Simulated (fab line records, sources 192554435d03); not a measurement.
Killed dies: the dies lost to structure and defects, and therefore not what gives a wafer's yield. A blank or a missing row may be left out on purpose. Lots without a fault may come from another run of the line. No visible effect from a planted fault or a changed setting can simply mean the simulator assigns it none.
Matching of chambers | flow n5Finfet | 4 sister chambers for N5_BEOL_M1_ALD_84 on aldMetal-03
The step deposits TaN, pulse time 2 s, purge time 3 s, co reactant purge time 2 s. 16 wafers are shown with their chamber, then 8 later ones without.

## WAFERS PAIRED WITH THEIR CHAMBERS
wafer  | chamber | heaterPowerW (W)
L078.1 | 2       | 370
L078.4 | 0       | 432
L078.5 | 1       | 439
L080.1 | 0       | 448
L080.3 | 3       | 407
L080.5 | 0       | 431
L082.1 | 2       | 356
L082.5 | 2       | 373
L082.6 | 1       | 432
L088.1 | 2       | 368
L088.4 | 0       | 434
L088.6 | 3       | 410
L090.3 | 3       | 413
L090.4 | 1       | 438
L090.5 | 3       | 423
L094.1 | 0       | 450

SIGNATURES, as means of the wafers listed above
reading      | chamber 0 | chamber 1 | chamber 2 | chamber 3 | scatter within a chamber
heaterPowerW | 439.00    | 436.33    | 366.75    | 413.25    | 7.53
Rule: a wafer lies at a distance from a chamber equal to the root of the sum of squares, over the readings, of (its reading less the chamber's mean, divided by the reading's scatter). The wafer belongs to the nearest chamber; if the next one is less than 2 further off, it can't be placed. How the scatter is found: for the shown wafers, subtract from each reading the mean of its chamber, square and add these, divide the total by (wafers less chambers), then take the root.

## WAFERS WITH NO CHAMBER GIVEN
wafer  | heaterPowerW (W)
L094.3 | 368
L094.4 | 418
L096.3 | 413
L096.4 | 436
L096.5 | 444
L097.2 | 366
L097.3 | 430
L097.4 | 415

## CHAMBER TAKEN BY EACH
wafer  | from the rows above          | in truth
L094.3 | 2                            | 2
L094.4 | can't be placed: 3 or 1      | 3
L096.3 | 3                            | 3
L096.4 | can't be placed: 1 or 0      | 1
L096.5 | can't be placed: 0 or 1      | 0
L097.2 | 2                            | 2
L097.3 | can't be placed: 1 or 0 or 3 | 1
L097.4 | 3                            | 3
Placed correctly: 4 of 8. Unplaceable from these rows: 4, with the true chamber sitting among the candidates in 4. Wrongly placed: 0.
